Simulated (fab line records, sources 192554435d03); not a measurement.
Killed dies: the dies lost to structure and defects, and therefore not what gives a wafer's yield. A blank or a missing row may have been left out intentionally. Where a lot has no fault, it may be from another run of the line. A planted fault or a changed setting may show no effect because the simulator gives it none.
Which tool did it?    flow n5_finfet    Sampling: 8 lots, 24 wafers, 6 of 1938 route steps

WHAT EACH GAUGE READ, for each wafer
N5_STI_FIN_REVEAL_FIN_H_MEAS_10.
lot   measured     on      trench_depth_nm (nm)
L370  day 2 13:06  ocd-01  50.6 51.0 51.1
L371  day 2 18:29  ocd-01  51.7 50.7 51.9
L373  day 3 08:17  ocd-02  51.9 52.0 51.0
L374  day 3 14:04  ocd-01  51.9 51.8 51.7
L379  day 4 21:03  ocd-02  50.9 51.6 52.2
L380  day 5 00:52  ocd-02  50.5 50.8 50.9
L386  day 6 13:37  ocd-01  52.0 51.5 51.6
L392  day 8 02:35  ocd-02  51.4 51.4 46.8

N5_BEOL_M4_RC_MEAS_101.
lot   measured      on         DIBL_N (mV/V)   DIBL_P (mV/V)   IOFF_N (nA/um)     IOFF_N_85C (nA/um)  IOFF_N_LIN (nA/um)  IOFF_P (nA/um)     IOFF_P_85C (nA/um)  ION_N (uA/um)  ION_P (uA/um)  SS_N (mV/dec)   SS_P (mV/dec)   VT_N (mV)          VT_P (mV)
L370  day 9 04:07   prober-01  39.0 36.3 36.8  37.5 36.0 35.1  0.173 0.139 0.135  3.3 2.7 2.7         0.078 0.068 0.064   0.234 0.203 0.192  4.0 3.6 3.3         668 675 670    458 463 453    72.5 70.9 72.2  74.6 73.4 73.6  250.1 250.3 253.8  -247.6 -250.4 -255.3
L371  day 9 18:11   prober-01  37.5 37.8 35.0  38.2 39.5 35.7  0.185 0.200 0.143  3.5 3.7 2.9         0.082 0.088 0.068   0.238 0.248 0.190  4.1 4.2 3.4         676 675 670    460 459 463    71.3 73.1 71.3  74.3 74.2 73.0  247.9 245.3 250.0  -248.6 -248.1 -251.1
L373  day 10 03:50  prober-01  35.0 35.6 36.1  36.1 37.4 37.8  0.126 0.148 0.149  2.5 2.9 2.9         0.061 0.070 0.068   0.198 0.235 0.227  3.5 4.0 3.9         669 679 668    459 473 458    70.9 71.3 71.5  72.1 73.1 72.3  255.9 248.9 251.6  -249.1 -247.1 -248.8
L374  day 10 22:22  prober-01  37.2 36.5 35.9  37.1 36.6 35.2  0.172 0.161 0.140  3.3 3.1 2.8         0.080 0.075 0.066   0.244 0.243 0.227  4.1 4.0 3.9         676 672 669    472 467 469    71.9 71.8 71.0  73.9 73.0 72.7  248.4 247.0 252.1  -244.4 -247.3 -248.4
L379  day 13 23:12  prober-02  35.9 35.7 35.2  36.0 35.8 35.6  0.138 0.138 0.128  2.8 2.8 2.6         0.065 0.066 0.062   0.162 0.165 0.158  3.0 3.0 2.9         662 671 668    451 455 456    71.5 71.1 70.8  73.4 72.9 72.3  250.9 253.8 255.3  -255.3 -253.9 -256.4
L380  day 14 10:34  prober-02  36.8 37.9 37.7  35.7 37.1 37.4  0.137 0.163 0.156  2.7 3.1 3.0         0.067 0.077 0.074   0.201 0.222 0.216  3.6 3.9 3.8         677 675 672    467 468 461    70.4 71.6 71.7  72.5 73.2 74.0  250.5 249.0 248.3  -250.7 -246.1 -251.8
L386  day 15 15:35  prober-01  35.4 35.7 34.8  36.2 37.6 35.6  0.143 0.146 0.134  2.8 2.8 2.6         0.068 0.069 0.064   0.196 0.219 0.186  3.4 3.7 3.2         665 669 658    461 463 454    71.9 71.4 72.3  73.2 73.5 73.0  253.8 252.3 252.1  -252.5 -248.9 -251.9
L392  day 17 17:07  prober-01  35.6 36.3 48.6  35.2 34.7 40.4  0.158 0.159 1.044  3.1 3.1 15.2        0.078 0.076 0.107   0.210 0.200 0.471  3.6 3.4 7.0         682 666 626    464 459 424    72.1 72.0 88.3  73.3 73.4 78.4  248.2 249.2 250.0  -248.4 -250.9 -248.5

WHAT TOOL EACH LOT RAN ON (gives the tool, then ch and the chambers of the sampled wafers, and finally the start)
lot   N5_FIN_CUT_ETCH_20                 N5_FIN_CUT_ETCH_21                 N5_STI_FIN_REVEAL_ETCHBACK_08      N5_STI_FIN_REVEAL_RECESS_09
L370  rie_diel-01 ch 0,2,3, day 2 03:25  rie_diel-01 ch 0,2,3, day 2 03:28  rie_diel-05 ch 1,2,3, day 2 10:07  vapor_etch-01 ch 0,1, day 2 10:24
L371  rie_diel-01 ch 0,1,2, day 2 08:56  rie_diel-01 ch 0,1,2, day 2 08:58  rie_diel-05 ch 1,2,3, day 2 15:32  vapor_etch-01 ch 0,1, day 2 15:47
L373  rie_diel-06 ch 0,1, day 2 22:47    rie_diel-06 ch 0,1, day 2 22:49    rie_diel-02 ch 1,2,3, day 3 05:19  vapor_etch-01 ch 0,1, day 3 05:35
L374  rie_diel-06 ch 1,2,3, day 3 03:31  rie_diel-06 ch 1,2,3, day 3 03:34  rie_diel-05 ch 1,2, day 3 11:07    vapor_etch-02 ch 0,1, day 3 11:53
L379  rie_diel-01 ch 0,1,2, day 4 11:14  rie_diel-01 ch 0,1,2, day 4 11:16  rie_diel-05 ch 0,1,2, day 4 18:06  vapor_etch-02 ch 0,1, day 4 18:21
L380  rie_diel-01 ch 0,1,2, day 4 15:25  rie_diel-01 ch 0,1,2, day 4 15:35  rie_diel-02 ch 0,1,2, day 4 21:55  vapor_etch-01 ch 0,1, day 4 22:41
L386  rie_diel-03 ch 1,2, day 6 03:07    rie_diel-03 ch 1,2, day 6 03:09    rie_diel-02 ch 0,2,3, day 6 10:40  vapor_etch-01 ch 0,1, day 6 11:26
L392  rie_diel-06 ch 0,1,3, day 7 15:35  rie_diel-06 ch 0,1,3, day 7 15:38  rie_diel-02 ch 1,2,3, day 7 23:35  vapor_etch-01 ch 0,1, day 8 00:23
- N5_FIN_CUT_ETCH_20: etches SiARC in CF4, target depth 26 nm, time 43.3 s.
- N5_FIN_CUT_ETCH_21: etches SOC in N2/H2, target depth 219 nm, overetch 43.8 nm, time 523.5 s.
- N5_STI_FIN_REVEAL_ETCHBACK_08: etches SiO2 in C4F6/O2, target depth 30.5 nm, time 10.167 s.
- N5_STI_FIN_REVEAL_RECESS_09: chemistry HF/NH3, target SiO2, afs cycles 11, target depth 42.5 nm, sublimation time 60 s.

AS READ BY THE TOOLS THEMSELVES (means over the sampled wafers that have a number; for cases with no such wafer, the mark the record gives instead)
N5_FIN_CUT_ETCH_20.
lot   tool         chamber_pressure_mTorr (mTorr)  drypump_motor_current_A (A)  etch_rf_on_time_s (s)  oes_product_au (a.u.)  rf_vpp_V (V)  showerhead_plenum_p_Torr (Torr)  throttle_valve_pct (%)
L370  rie_diel-01  40.02                           5.7                          43.2                   0.66                   184.1         2.17                             15.80
L371  rie_diel-01  39.98                           5.6                          44.0                   0.67                   183.7         2.12                             15.81
L373  rie_diel-06  40.01                           6.3                          43.7                   0.61                   184.7         2.16                             15.85
L374  rie_diel-06  40.05                           5.9                          43.4                   0.64                   183.8         2.11                             15.64
L379  rie_diel-01  39.98                           5.6                          44.1                   0.65                   183.9         2.11                             15.84
L380  rie_diel-01  39.99                           5.6                          43.9                   0.65                   183.4         2.11                             15.85
L386  rie_diel-03  39.96                           5.4                          43.2                   0.66                   184.4         2.20                             15.48
L392  rie_diel-06  40.01                           6.2                          43.2                   0.70                   183.8         2.12                             15.54

N5_FIN_CUT_ETCH_21.
lot   tool         chamber_pressure_mTorr (mTorr)  drypump_motor_current_A (A)  oes_product_au (a.u.)  rf_vpp_V (V)  showerhead_plenum_p_Torr (Torr)  throttle_valve_pct (%)
L370  rie_diel-01  29.999                          5.7                          0.71                   240.7         2.58                             18.00
L371  rie_diel-01  29.999                          5.6                          0.72                   240.8         2.52                             18.05
L373  rie_diel-06  30.022                          6.4                          0.67                   241.3         2.56                             18.02
L374  rie_diel-06  29.988                          5.9                          0.69                   240.1         2.50                             17.79
L379  rie_diel-01  30.005                          5.6                          0.71                   238.7         2.51                             18.07
L380  rie_diel-01  30.009                          5.6                          0.71                   238.9         2.51                             18.08
L386  rie_diel-03  29.994                          5.4                          0.70                   240.7         2.62                             17.71
L392  rie_diel-06  30.024                          6.2                          0.75                   240.5         2.52                             17.75

N5_STI_FIN_REVEAL_ETCHBACK_08.
lot   tool         C4F6_flow_sccm (sccm)  chamber_pressure_mTorr (mTorr)  drypump_motor_current_A (A)  oes_o_777_au (a.u.)  oes_product_au (a.u.)  rf_vpp_V (V)  showerhead_plenum_p_Torr (Torr)  throttle_valve_pct (%)
L370  rie_diel-05  10.007                 29.998                          5.9                          0.74                 0.72                   659           2.88                             21.30
L371  rie_diel-05  9.993                  29.998                          5.9                          0.73                 0.72                   660           2.88                             21.31
L373  rie_diel-02  9.996                  29.981                          5.7                          0.81                 0.81                   667           2.91                             21.18
L374  rie_diel-05  10.013                 29.992                          5.7                          0.73                 0.72                   658           2.87                             21.40
L379  rie_diel-05  9.994                  29.982                          5.8                          0.71                 0.70                   665           2.85                             21.40
L380  rie_diel-02  9.983                  29.987                          5.7                          0.79                 0.78                   670           2.90                             21.12
L386  rie_diel-02  10.011                 30.006                          5.6                          0.78                 0.78                   668           2.82                             21.20
L392  rie_diel-02  10.024                 29.981                          5.7                          0.78                 0.77                   668           2.89                             21.22

N5_STI_FIN_REVEAL_RECESS_09.
lot   tool           drypump_motor_current_A (A)
L370  vapor_etch-01  5.4
L371  vapor_etch-01  5.1
L373  vapor_etch-01  5.1
L374  vapor_etch-02  5.2
L379  vapor_etch-02  5.2
L380  vapor_etch-01  5.1
L386  vapor_etch-01  5.1
L392  vapor_etch-01  5.1

THE ANSWER, worked out from the rows above alone
Rule: the usual values come from the lots themselves. Put in order of their means at a reading, lots are off if they are a third of the lots or fewer, leave a main group of 4 or more, and stand apart from it by a gap of 3 or more times the standard deviation of the main group's means; of several such gaps the widest counts. A main group is skipped when, at the precision printed for the reading in the tables above, its means are all equal. A lot without any number at a reading at which 4 lots or more have one is off too. All remaining lots with rows at the step are treated as sound. First the gauges in route order, then the tools' own readings, where a lot's mean is used as printed above. The first step at which some lot is off is used, and at that step the reading that is off furthest; a lot without a number counts as furthest.
Off: L392, seen at N5_BEOL_M4_RC_MEAS_101 (IOFF_N). The main group has a mean of 0.150 nA/um with a standard deviation of 0.013.
A tool fits if, at a process step before that reading, it ran every lot that is off, and no sound lot after the first of them. The gauges at N5_BEOL_M4_RC_MEAS_101 are tried like those tools. Can't be told from this: 4 tools fit, rie_diel-06 at N5_FIN_CUT_ETCH_20 and N5_FIN_CUT_ETCH_21, rie_diel-02 at N5_STI_FIN_REVEAL_ETCHBACK_08, vapor_etch-01 at N5_STI_FIN_REVEAL_RECESS_09, prober-01 at N5_BEOL_M4_RC_MEAS_101.

WHAT THE SIMULATOR HAD PUT IN
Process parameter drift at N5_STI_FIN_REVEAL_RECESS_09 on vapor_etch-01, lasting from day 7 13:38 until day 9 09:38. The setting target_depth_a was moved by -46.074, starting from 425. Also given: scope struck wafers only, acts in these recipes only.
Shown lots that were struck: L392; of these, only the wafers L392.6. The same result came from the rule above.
